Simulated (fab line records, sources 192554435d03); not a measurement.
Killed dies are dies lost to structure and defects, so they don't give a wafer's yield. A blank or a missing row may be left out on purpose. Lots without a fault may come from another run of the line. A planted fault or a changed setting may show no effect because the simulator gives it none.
fab line records | flow n5_finfet
record lots=5 wafers=13 last_day=18
route steps=1938 shown BEOL_M11@1590 BEOL_M12@1602 PASSIVATION@1936
lots that met no fault: from a run of the same line without faults
start_h: hours from the record's first day to the start of the lot's first wafer shown | wait_h: hours since the lot's step before | " the same as in the row above | L1.1+2: a row that stands for several wafers | - no value, or no start given | * or withheld: withheld | < > ~ a bound
route shown NAME@n: a module of which the file shows steps, and the number in the route of the first | usual: mean/standard deviation of fault-free wafers | same: alike in all rows | chamber/n: place in a boat | sites: the reading at each site | _std_site: their standard deviation | _edge_site: outer sites' mean less inner sites' | radius_mm: how far each site lies from the wafer's centre | mask NAME#n: copy n | behind: the tool/chamber that last shaped the wafer | hold: why the lot was held/for how many hours/how that ended | device: the transistor (n, p or np) that didn't switch | end of line: the same wafers' tests at the end of the route | a step without rows: its recipe alone | killed: dies lost to structure and defects at the first sort, not the wafer's yield | map: a wafer's dies, x killed, . not, _ none there
set.NAME: the setting as run; set.NAME@STEP: as run at that earlier step | model.NAME: the simulator's own value behind a step, which no gauge read
lots at some steps of the route; a table a step, a row a wafer
services: from which hour (start_h, from the record's first day; less than 0 if before it) a tool's chamber was out of use, for how many hours, and why
## steps
# step N5_BEOL_M11_ALD_74
# recipe material=TaN target_thk_a=20 temp_c=275 ald_precursor_family=PDMAT ald_co_reactant=NH3 pressure_torr=3 carrier_flow_sccm=1500 pulse_time_s=2 purge_time_s=3 co_reactant_purge_time_s=2 co_reactant_pulse_time_s=3 ald_cycles=40 precursor_vessel_temp_c=75 precursor_vessel_pressure_torr=26.25 precursor_vessel_carrier_sccm=1000
# step N5_BEOL_M11_SURFACE_TREAT_76
# recipe gas=Ar time_s=* ion_energy_ev=* ion_current_ma_cm2=0.5 pressure_mtorr=* ar_flow_sccm=30
# step N5_BEOL_M11_CVD_75
# recipe material=Co target_thk_a=20 temp_c=withheld precursor=CCTBA/H2 pressure_torr=30 time_s=138.9
# step N5_BEOL_M11_SPUTTER_48
# recipe material=Cu target_thk_a=120 temp_c=-20 bias_v=60 power_w=26000 chamber_pressure_pa=0.13 time_s=2
# step N5_BEOL_M11_ECD_50
# recipe material=Cu target_thk_a=3180
# step N5_BEOL_M11_ANNEAL_51
# recipe temp_c=225 time_s=90 ambient=N2
# step N5_BEOL_M11_CMP_52
# recipe stop_on=SiCOH_lowk t_overpolish_s=7 down_force_psi=1 platen_rpm=50 clearing_platen_down_force_psi=1.5 clearing_platen_rpm=50 post_cmp_clean=cu_alkaline target_thk_nm=140 clearing_platen_pad_velocity_m_s=0.99484 pad_velocity_m_s=0.99484
# step N5_BEOL_M11_PRE_CLEAN_55
# recipe gas=NH3 time_s=15 temp_c=withheld rf_power_w=300
# step N5_BEOL_M11_DEP_56
# recipe material=SiCN target_thk_a=300 temp_c=withheld precursor=3MS/NH3 pressure_torr=3 rf_w=675 time_s=10.5
# step N5_BEOL_M12_ILD_DEP_00
# recipe material=SiOC target_thk_a=6589.2 temp_c=350 precursor=DEMS/O2 pressure_torr=5 rf_w=500 time_s=130.7
# usual heater_power_w=522/81 showerhead_plenum_p_Torr=5.689/0.012 throttle_valve_pct=11.7/0.55
# columns lot.wafer tool chamber start_h wait_h heater_power_w showerhead_plenum_p_Torr throttle_valve_pct model.SiOC_of_BEOL_M12_ILD_DEP_00.thk_nm
L891.2 pecvd-04 0 288.90 0.0 596 5.703 11.2 654
L891.3 " 1 " " 550 5.673 11.6 647.8
L891.4 " 1 " " 584 5.687 11.9 657.2
L894.5 pecvd-04 0 312.88 0.1 512 5.717 11.1 695.6
L894.6 " 1 " " 499 5.681 11.8 653.8
L900.4 pecvd-04 1 313.30 0.1 576 5.675 11.6 657.8
L900.5 " 2 " " 495 5.672 11.6 712.6
L900.6 " 0 " " 589 5.701 11.2 657.2
L897.1 pecvd-04 2 314.62 0.0 445 5.690 11.7 689
L897.6 " 1 " " 541 5.678 11.4 649.2
L908.2 pecvd-02 2 386.61 0.0 625 5.707 11.2 645
L908.4 " 0 " " 335 5.690 11.6 655.2
L908.5 " 2 " " 517 5.710 11.2 664.8
# step N5_BEOL_M12_THK_MEAS_01
# recipe reads=SiOC_of_BEOL_M12_ILD_DEP_00
# usual M12_ILD_THK=659/8.5
# columns lot.wafer tool chamber start_h wait_h M12_ILD_THK[nm]
L891.2 film_metro-02 - 289.03 0.1 654
L891.3 " - " " 648
L891.4 " - " " 657
L894.5 film_metro-02 - 312.97 0.0 695
L894.6 " - " " 654
L900.4 film_metro-01 - 313.38 0.0 657
L900.5 " - " " 712
L900.6 " - " " 657
L897.1 film_metro-01 - 314.75 0.1 689
L897.6 " - " " 649
L908.2 film_metro-02 - 386.74 0.1 645
L908.4 " - " " 655
L908.5 " - " " 665
# step N5_BEOL_M12_COAT_58
# recipe resist=BARC temp_c=205 time_s=60 spin_rpm=1500 resist_thk_nm=89
# step N5_BEOL_M12_COAT_04
# recipe spin_rpm=1625 resist_thk_nm=400
# step N5_BEOL_M12_EBR_06
# recipe solvent=PGMEA ebr_width_mm=1.5
# step N5_BEOL_M12_SOFTBAKE_05
# recipe temp_c=130 time_s=60
# step N5_BEOL_M12_EXPOSE_07
# recipe mask_id=V11 na=0.93 source_shape=conventional sigma_outer=0.6 polarization=unpolarized attpsm_phase_deg=180 dose_mj=32.5
# step N5_BEOL_M12_PEB_08
# recipe peb_temp_c=130 peb_time_s=90
# step N5_BEOL_M12_DEVELOP_09
# recipe develop_time_s=45 rinse_liquid=diw dry=air_spin dev_temp_c=21
# step N5_BEOL_M12_HARDBAKE_14
# recipe temp_c=130 time_s=120
# step N5_BEOL_M12_DESCUM_15
# recipe chemistry=O2 time_s=7.9 source_power_w=50 bias_power_w=20 pressure_mtorr=20 rf_frequency_hz=2.712e+07 temp_c=40 o2_flow_sccm=225
# step N5_BEOL_M12_ETCH_59
# recipe chemistry=N2/H2 target=BARC target_depth_a=890 overetch_a=267 time_s=67.9 ion_energy_ev=200 pressure_mtorr=30 source_w=840 bias_w=150 n2_flow_sccm=200 h2_flow_sccm=200
# step N5_BEOL_M12_VIA_ETCH_16
# recipe chemistry=C4F8/O2/Ar target=SiOC pressure_mtorr=30 source_w=3000 bias_w=700 Ar_flow_sccm=400 C4F8_flow_sccm=15 O2_flow_sccm=8 he_inner_torr=15 he_outer_torr=30 target_depth_a=7248 time_s=withheld ion_energy_ev=250 ends=cleared
# usual O2_flow_sccm=7.997/0.025 drypump_motor_current_A=5.5/0.39 oes_product_au=0.72/0.084 rf_vpp_V=666/3.2 showerhead_plenum_p_Torr=3.43/0.11 throttle_valve_pct=24.11/0.21
# columns lot.wafer tool chamber start_h wait_h O2_flow_sccm drypump_motor_current_A oes_product_au rf_vpp_V showerhead_plenum_p_Torr throttle_valve_pct model.etch.depth_nm model.coat_of_BEOL_M12_COAT_04.thk_nm
L891.2 rie_diel-06 1 289.64 0.0 7.981 5.6 0.79 664 3.34 24.06 654.1 127.6
L891.3 " 3 " " 8.032 5.5 0.64 668 3.54 24.19 647.9 131.6
L891.4 " 0 " " 8.014 5.6 0.66 662 3.26 24.30 657.1 122.8
L894.5 rie_diel-01 0 313.53 0.1 8.011 5.2 0.85 667 3.46 23.95 695.6 110.6
L894.6 " 1 " " 8.006 6.0 0.61 659 3.28 24.64 653.8 127.8
L900.4 rie_diel-05 0 313.86 0.0 7.972 5.4 0.83 664 3.34 23.92 657.8 123
L900.5 " 1 " " 7.964 5.3 0.72 669 3.56 23.94 712.5 107.2
L900.6 " 2 " " 8.009 5.1 0.62 668 3.52 24.24 657.2 125.2
L897.1 rie_diel-05 3 315.45 0.0 7.982 5.2 0.72 662 3.34 24.17 689 115.2
L897.6 " 2 " " 8.013 5.1 0.62 669 3.52 24.24 649.2 129.6
L908.2 rie_diel-05 3 387.35 0.0 8.024 5.2 0.71 663 3.32 24.19 644.9 128
L908.4 " 3 " " 8.044 5.2 0.71 662 3.32 24.21 655.3 124.8
L908.5 " 1 " " 7.957 5.3 0.70 670 3.55 23.95 664.8 120.2
# step N5_BEOL_M12_STRIP_63
# recipe chemistry=N2/H2 power_w=1000 temp_c=250 h2_frac=0.65 overash_fraction=0.3 pressure_mtorr=1000 n2_flow_sccm=1750 h2_flow_sccm=3250
# usual drypump_motor_current_A=5.9/0.46 h2_flow_sccm=3250/9.4 heater_power_w=333/33 oes_product_au=0.693/0.0043 strip_time_to_endpoint_s=42.6/0.94
# columns lot.wafer tool chamber start_h wait_h drypump_motor_current_A h2_flow_sccm heater_power_w oes_product_au rf_hours_counter_h strip_time_to_endpoint_s
L891.2 plasma_asher-02 1 289.84 - 6.6 3240 332 0.694 127 43.7
L891.3 " 1 " " 6.6 3242 333 0.698 - 44.8
L891.4 " 0 " " 5.9 3231 302 0.695 - 42.4
L894.5 plasma_asher-02 1 313.68 - 6.6 3257 329 0.690 - 39.1
L894.6 " 0 " " 5.9 3255 306 0.682 - 43.8
L900.4 plasma_asher-01 0 314.07 - 5.3 3247 309 0.692 - 42.5
L900.5 " 1 " " 5.7 3261 398 0.682 - 38.2
L900.6 " 0 " " 5.3 3244 306 0.692 - 43.1
L897.1 plasma_asher-01 0 315.65 - 5.3 3242 311 0.691 87 40.4
L897.6 " 0 " " 5.3 3228 305 0.692 - 44.3
L908.2 plasma_asher-02 1 387.55 - 6.6 3261 340 0.701 144 43.8
L908.4 " 0 " " 5.8 3242 309 0.688 - 43.0
L908.5 " 1 " " 6.6 3274 342 0.688 - 41.7
# step N5_BEOL_M12_STRIP_64
# recipe chemistry=N2/H2 power_w=1000 temp_c=250 h2_frac=0.65 overash_fraction=0.3 pressure_mtorr=withheld n2_flow_sccm=1750 h2_flow_sccm=3250
# step N5_BEOL_M12_STRIP_71
# recipe chemistry=post_etch_residue_remover time_s=60 temp_c=25 remover_ph=withheld remover_water_wt_pct=withheld remover_fluoride_wt_pct=withheld
# step N5_BEOL_M12_SRD_72
# recipe time_s=30 temp_c=23 rinse_liquid=diw dry=n2_spin spin_rpm=1500 dry_time_s=30
# step N5_BEOL_M12_COAT_65
# recipe resist=SOC temp_c=250 time_s=60 spin_rpm=1500 resist_thk_nm=300
# step N5_BEOL_M12_COAT_66
# recipe resist=SiARC temp_c=220 time_s=60 spin_rpm=1500 resist_thk_nm=110
# step N5_BEOL_M12_COAT_22
# recipe spin_rpm=2888 resist_thk_nm=300
# step N5_BEOL_M12_EBR_24
# recipe solvent=PGMEA ebr_width_mm=1.5
# step N5_BEOL_M12_SOFTBAKE_23
# recipe temp_c=130 time_s=60
# step N5_BEOL_M12_EXPOSE_25
# recipe mask_id=M12 na=0.93 source_shape=conventional sigma_outer=0.4 polarization=unpolarized dose_mj=21.8
# step N5_BEOL_M12_PEB_26
# recipe peb_temp_c=130 peb_time_s=90
# step N5_BEOL_M12_DEVELOP_27
# recipe develop_time_s=45 rinse_liquid=diw dry=air_spin dev_temp_c=21
# step N5_BEOL_M12_HARDBAKE_32
# recipe temp_c=130 time_s=120
# step N5_BEOL_M12_CMP_49
# recipe stop_on=SiOC t_overpolish_s=20.6 down_force_psi=1 platen_rpm=50 clearing_platen_down_force_psi=1.5 clearing_platen_rpm=50 post_cmp_clean=cu_alkaline target_thk_nm=320 clearing_platen_pad_velocity_m_s=0.99484 pad_velocity_m_s=0.99484
# usual edge_zone_pressure_frac=1.001/0.0052 motor_current_A=5.9/0.54
# columns lot.wafer tool chamber start_h wait_h edge_zone_pressure_frac motor_current_A model.SiOC_of_BEOL_M12_ILD_DEP_00.thk_nm
L891.2 cmp-03 0 293.40 0.2 0.991 6.1 591.6
L891.4 " 1 " " 0.997 6.6 599.6
L891.3 " 3 " " 1.001 5.8 589.2
L900.4 cmp-03 2 316.99 0.2 1.011 6.6 595.6
L900.5 " 1 " " 0.996 6.1 653.8
L900.6 " 2 " " 1.000 6.6 594.6
L894.6 cmp-04 0 317.08 0.2 1.000 5.7 596.2
L894.5 " 1 " " 0.997 6.2 635.6
L897.1 cmp-03 2 322.81 0.3 0.994 6.7 627.2
L897.6 " 3 " " 0.997 5.5 589.4
L908.4 cmp-01 1 390.29 0.2 0.999 4.9 595.6
L908.2 " 2 " " 0.998 6.0 585.2
L908.5 " 0 " " 1.003 5.1 604.4
# step N5_PASSIVATION_PROBE_49
# usual defect_limited_yield=91.0/1.4 killed_at_M0_to_M3=36/9.6 killed_at_M4_up=14/6.1 killed_at_contacts=13/6.6 killed_at_front_end=40/11 killed_at_other=3.2/2.9 killed_dies=106/17 killed_open=71/12 killed_short=33/7.3 sort_bin_4_leakage=0.02/0.11 sort_bin_5_function=5.3/1 sort_bin_6_memory=3.4/0.68 sort_bin_8_speed=0.0/0.51 sort_n_pass=1073/19 sort_yield_pct=91.0/1.6
# same gross_dies=1180 killed_at_back_side=0
# columns lot.wafer tool chamber start_h wait_h defect_limited_yield[%] killed_at_M0_to_M3 killed_at_M4_up killed_at_contacts killed_at_front_end killed_at_other killed_dies killed_open killed_short sort_bin_4_leakage[%] sort_bin_5_function[%] sort_bin_6_memory[%] sort_bin_8_speed[%] sort_n_pass sort_yield_pct[%]
L891.2 prober-01 - 327.24 0.1 90.3 42 26 14 32 0 114 81 26 0 6.1 3.6 0 1066 90.3
L891.3 prober-01 - 327.29 0.1 89.6 44 22 12 44 1 123 90 33 0 6.5 3.6 0 1057 89.6
L891.4 prober-01 - 327.34 0.2 92.1 37 18 12 23 3 93 55 36 0 4.4 2.8 0 1087 92.1
L894.5 prober-02 - 353.80 0.2 90.6 37 9 15 49 1 111 71 36 0 5.2 4.1 0 1069 90.6
L894.6 prober-02 - 353.85 0.3 90.3 41 15 13 45 1 115 86 27 0 6.1 3.3 0 1065 90.3
L900.4 prober-02 - 356.50 0.2 90.4 43 10 21 39 0 113 69 44 0 5.4 3.7 0 1067 90.4
L900.5 prober-02 - 356.55 0.2 88.3 47 14 24 45 8 138 88 50 0 7.5 4.0 6.0 971 82.3
L900.6 prober-02 - 356.60 0.3 89.2 36 25 19 45 2 127 86 39 0 6.7 3.8 0 1053 89.2
L897.1 prober-02 - 357.69 0.4 90.3 37 7 14 45 11 114 75 39 0.17 4.8 4.5 0 1064 90.2
L897.6 prober-02 - 357.94 0.6 91.4 41 5 21 28 6 101 65 36 0 4.9 3.5 0 1079 91.4
L908.2 prober-01 - 425.19 0.1 90.2 31 15 20 49 1 116 83 31 0 6.0 3.3 0 1064 90.2
L908.4 prober-01 - 425.29 0.2 90.5 43 9 16 43 1 112 80 27 0 5.1 3.8 0 1068 90.5
L908.5 prober-01 - 425.34 0.2 94.6 22 4 6 32 0 64 36 26 0 3.2 1.8 0 1116 94.6
# killed by level:class
L891.2 MOL_CONTACT_COAG:geometric_particle:open=11 BEOL_M0_SAQP:geometric_particle:open=11 BEOL_M1:geometric_particle:open=11 BEOL_M5:geometric_particle:open=8 STI_FIN_REVEAL:geometric_particle:open=7 BEOL_M2:geometric_particle:open=6 BEOL_M3:geometric_particle:open=6 FIN_SAQP:geometric_particle:open=5
L891.3 BEOL_M4:geometric_particle:open=11 BEOL_M0_SAQP:geometric_particle:open=11 FIN_SAQP:geometric_particle:open=10 FIN_SAQP:geometric_particle:short=10 MOL_CONTACT_COAG:geometric_particle:open=10 BEOL_M2:geometric_particle:open=9 STI_FIN_REVEAL:geometric_particle:open=6 BEOL_M1:geometric_particle:open=6
L891.4 BEOL_M1:geometric_particle:open=12 MOL_CONTACT_COAG:geometric_particle:open=9 BEOL_M4:geometric_particle:open=6 BEOL_M3:geometric_particle:open=5 BEOL_M0_SAQP:geometric_particle:short=5 BEOL_M0_SAQP:geometric_particle:open=5 STI_FIN_REVEAL:geometric_particle:open=4 BEOL_M2:geometric_particle:open=4
L894.5 STI_FIN_REVEAL:geometric_particle:open=18 BEOL_M2:geometric_particle:open=13 MOL_CONTACT_COAG:geometric_particle:open=10 BEOL_M0_SAQP:geometric_particle:short=7 FIN_SAQP:geometric_particle:open=5 FIN_SAQP:geometric_particle:short=5 BEOL_M1:geometric_particle:open=5 DUMMY_GATE:geometric_particle:open=4
L894.6 STI_FIN_REVEAL:geometric_particle:open=20 MOL_CONTACT_COAG:geometric_particle:open=10 BEOL_M2:geometric_particle:open=10 BEOL_M0_SAQP:geometric_particle:short=9 BEOL_M0_SAQP:geometric_particle:open=7 DUMMY_GATE:geometric_particle:open=7 BEOL_M1:geometric_particle:open=7 BEOL_M5:geometric_particle:open=6
L900.4 MOL_CONTACT_COAG:geometric_particle:open=17 GATE_CUT:geometric_particle:short=10 BEOL_M0_SAQP:geometric_particle:short=8 BEOL_M0_SAQP:geometric_particle:open=8 FIN_SAQP:geometric_particle:open=7 BEOL_M1:geometric_particle:open=7 DUMMY_GATE:geometric_particle:open=6 BEOL_M2:geometric_particle:open=6
L900.5 MOL_CONTACT_COAG:geometric_particle:open=21 BEOL_M2:geometric_particle:open=10 STI_FIN_REVEAL:geometric_particle:open=10 BEOL_M0_SAQP:geometric_particle:short=9 BEOL_M4:geometric_particle:open=9 BEOL_M0_SAQP:geometric_particle:open=8 BEOL_M1:geometric_particle:open=7 BEOL_M3:geometric_particle:short=7
L900.6 MOL_CONTACT_COAG:geometric_particle:open=17 BEOL_M4:geometric_particle:open=14 BEOL_M2:geometric_particle:open=12 FIN_SAQP:geometric_particle:short=10 FIN_SAQP:geometric_particle:open=9 BEOL_M0_SAQP:geometric_particle:short=6 BEOL_M0_SAQP:geometric_particle:open=5 BEOL_M1:geometric_particle:open=5
L897.1 STI_FIN_REVEAL:geometric_particle:open=15 BEOL_M3:geometric_particle:open=9 MOL_CONTACT_COAG:geometric_particle:open=9 FIN_SAQP:geometric_particle:short=6 BEOL_M0_SAQP:geometric_particle:short=6 MOL_CONTACT_COAG:geometric_particle:short=5 BEOL_M1:geometric_particle:open=5 BEOL_M2:geometric_particle:open=5
L897.6 MOL_CONTACT_COAG:geometric_particle:open=15 BEOL_M3:geometric_particle:open=10 STI_FIN_REVEAL:geometric_particle:open=9 BEOL_M0_SAQP:geometric_particle:open=8 BEOL_M2:geometric_particle:open=7 MOL_CONTACT_COAG:geometric_particle:short=6 BEOL_M0_SAQP:geometric_particle:short=6 STI_FIN_REVEAL:geometric_particle:short=4
L908.2 MOL_CONTACT_COAG:geometric_particle:open=16 FIN_SAQP:geometric_particle:open=13 STI_FIN_REVEAL:geometric_particle:open=12 BEOL_M1:geometric_particle:open=10 BEOL_M4:geometric_particle:open=7 FIN_SAQP:geometric_particle:short=6 BEOL_M2:geometric_particle:open=6 ILD0:geometric_particle:short=4
L908.4 STI_FIN_REVEAL:geometric_particle:open=18 BEOL_M2:geometric_particle:open=13 MOL_CONTACT_COAG:geometric_particle:open=12 BEOL_M0_SAQP:geometric_particle:short=11 FIN_SAQP:geometric_particle:open=8 BEOL_M0_SAQP:geometric_particle:open=6 BEOL_M3:geometric_particle:open=5 FIN_SAQP:geometric_particle:short=4
L908.5 FIN_SAQP:geometric_particle:short=8 MOL_CONTACT_COAG:geometric_particle:open=6 DUMMY_GATE:geometric_particle:open=5 FIN_SAQP:geometric_particle:open=4 BEOL_M0_SAQP:geometric_particle:short=4 BEOL_M0_SAQP:geometric_particle:open=4 BEOL_M2:geometric_particle:open=4 BEOL_M2:geometric_particle:short=3
## services
# columns tool chamber start_h hours kind
rie_diel-06 3 267.73 5.6 repair
rie_diel-01 0 273.91 - clean
rie_diel-01 0 273.91 - consumable_replace:esc
rie_diel-01 0 273.91 - consumable_replace:focus_ring
rie_diel-01 0 273.91 29.4 scheduled_down
rie_diel-01 0 273.91 29.4 vent_cycle
rie_diel-01 2 274.40 6.1 repair
rie_diel-06 2 299.66 8.5 repair
cmp-04 - 315.22 1.1 repair
rie_diel-01 2 318.89 28.1 repair
cmp-01 - 322.34 1.7 repair
plasma_asher-02 - 324.83 1.4 repair
cmp-04 - 325.38 1.0 repair
rie_diel-05 3 331.24 12.5 repair
cmp-03 - 341.78 1.0 repair
cmp-03 - 345.64 2.1 repair
pecvd-02 - 347.99 6.0 pm
rie_diel-01 - 353.12 0.2 repair
cmp-03 - 367.94 4.1 repair
rie_diel-05 2 372.14 6.0 repair
rie_diel-05 2 385.73 - clean
rie_diel-05 2 385.73 - consumable_replace:focus_ring
rie_diel-05 2 385.73 16.1 scheduled_down
rie_diel-05 2 385.73 16.1 vent_cycle
## key
first_sign step=N5_BEOL_M12_THK_MEAS_01 reading=M12_ILD_THK direction=up sigmas=4.8 usual=659 struck=699
effect step=N5_BEOL_M12_STRIP_63 reading=strip_time_to_endpoint_s direction=down sigmas=3.6 usual=* struck=*
model_effect step=N5_BEOL_M12_ILD_DEP_00 value=SiOC_of_BEOL_M12_ILD_DEP_00.thk_nm without=661.7 struck=699.1
model_effect step=N5_BEOL_M12_VIA_ETCH_16 value=etch.depth_nm without=661.7 struck=699
model_effect step=N5_BEOL_M12_CMP_49 value=SiOC_of_BEOL_M12_ILD_DEP_00.thk_nm without=601.5 struck=638.9
met_at N5_BEOL_M12_ILD_DEP_00
struck_wafers L894.5,L897.1,L900.5
onset_between 288.90 312.88
fault kind=process_parameter_drift tool=pecvd-04 chamber=- onset_h=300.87 steps=N5_BEOL_M12_ILD_DEP_00 channel=target_thk_a offset=* shape=step end_h=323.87 scope=struck_wafers_only acts_in=* stated=*
